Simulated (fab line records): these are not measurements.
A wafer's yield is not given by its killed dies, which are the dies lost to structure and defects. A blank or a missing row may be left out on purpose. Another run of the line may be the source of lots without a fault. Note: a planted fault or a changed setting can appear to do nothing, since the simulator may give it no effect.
Matching of chambers / flow nand-harc / NHARC_P_CONTACT_CMP_24 on cmp-04: 4 sister chambers
The step polishes, t overpolish 30 s, target thk 200 nm. 14 wafers are shown with their chamber, then 7 later ones without.

WAFERS PAIRED WITH THEIR CHAMBERS
wafer=L753.2; chamber=2; motor-current-A (A)=11.2; time-to-endpoint-s (s)=44.7; overpolish-run-s (s)=29.989
wafer=L753.3; chamber=1; motor-current-A (A)=13.4; time-to-endpoint-s (s)=35.4; overpolish-run-s (s)=29.988
wafer=L753.4; chamber=0; motor-current-A (A)=12.1; time-to-endpoint-s (s)=44.7; overpolish-run-s (s)=30.004
wafer=L757.2; chamber=0; motor-current-A (A)=12.9; time-to-endpoint-s (s)=41.8; overpolish-run-s (s)=30.003
wafer=L757.3; chamber=3; motor-current-A (A)=10.8; time-to-endpoint-s (s)=32.9; overpolish-run-s (s)=29.996
wafer=L757.6; chamber=1; motor-current-A (A)=13.5; time-to-endpoint-s (s)=35.4; overpolish-run-s (s)=30.014
wafer=L758.1; chamber=3; motor-current-A (A)=10.9; time-to-endpoint-s (s)=40.7; overpolish-run-s (s)=29.988
wafer=L758.2; chamber=2; motor-current-A (A)=12.0; time-to-endpoint-s (s)=43.1; overpolish-run-s (s)=30.002
wafer=L758.6; chamber=1; motor-current-A (A)=13.6; time-to-endpoint-s (s)=34.4; overpolish-run-s (s)=29.999
wafer=L760.3; chamber=3; motor-current-A (A)=11.1; time-to-endpoint-s (s)=36.0; overpolish-run-s (s)=29.994
wafer=L760.4; chamber=1; motor-current-A (A)=12.9; time-to-endpoint-s (s)=36.1; overpolish-run-s (s)=30.009
wafer=L760.6; chamber=0; motor-current-A (A)=12.1; time-to-endpoint-s (s)=37.8; overpolish-run-s (s)=29.989
wafer=L761.2; chamber=2; motor-current-A (A)=12.0; time-to-endpoint-s (s)=44.6; overpolish-run-s (s)=30.005
wafer=L761.5; chamber=0; motor-current-A (A)=12.4; time-to-endpoint-s (s)=42.5; overpolish-run-s (s)=30.009

SIGNATURES, as means of the wafers listed above
reading=motor-current-A; chamber 0=12.375; chamber 1=13.350; chamber 2=11.733; chamber 3=10.933; scatter within a chamber=0.345
reading=time-to-endpoint-s; chamber 0=41.700; chamber 1=35.325; chamber 2=44.133; chamber 3=36.533; scatter within a chamber=2.42
reading=overpolish-run-s; chamber 0=30.00125; chamber 1=30.00250; chamber 2=29.99867; chamber 3=29.99267; scatter within a chamber=0.00893
Rule: for a wafer and a chamber, the distance is found by dividing, reading by reading, the gap between the wafer's reading and the chamber's mean by the reading's scatter, squaring, summing and taking the root. The wafer belongs to the nearest chamber; if the next one is less than 2 further off, it can't be placed. How the scatter is found: for the shown wafers, subtract from each reading the mean of its chamber, square and add these, divide the total by (wafers less chambers), then take the root.

WAFERS MISSING THEIR CHAMBER
wafer=L761.6; motor-current-A (A)=12.6; time-to-endpoint-s (s)=36.0; overpolish-run-s (s)=30.014
wafer=L762.1; motor-current-A (A)=11.5; time-to-endpoint-s (s)=35.4; overpolish-run-s (s)=30.004
wafer=L762.4; motor-current-A (A)=12.4; time-to-endpoint-s (s)=38.4; overpolish-run-s (s)=30.000
wafer=L762.5; motor-current-A (A)=13.1; time-to-endpoint-s (s)=35.5; overpolish-run-s (s)=30.006
wafer=L763.2; motor-current-A (A)=10.9; time-to-endpoint-s (s)=39.5; overpolish-run-s (s)=29.996
wafer=L763.3; motor-current-A (A)=12.4; time-to-endpoint-s (s)=29.2; overpolish-run-s (s)=29.996
wafer=L763.6; motor-current-A (A)=12.1; time-to-endpoint-s (s)=43.8; overpolish-run-s (s)=30.005

CHAMBER TAKEN BY EACH
wafer=L761.6; from the rows above=can't be placed: 1 or 0 or 2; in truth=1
wafer=L762.1; from the rows above=can't be placed: 3 or 0 or 2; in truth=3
wafer=L762.4; from the rows above=can't be placed: 0 or 1 or 2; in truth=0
wafer=L762.5; from the rows above=1; in truth=1
wafer=L763.2; from the rows above=can't be placed: 3 or 2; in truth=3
wafer=L763.3; from the rows above=can't be placed: 1 or 0 or 3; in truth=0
wafer=L763.6; from the rows above=can't be placed: 0 or 2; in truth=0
Correct placement for 1 of the 7. Can't be placed from these rows: 6 (the true chamber is among the candidates in 6). Number placed wrongly: 0.
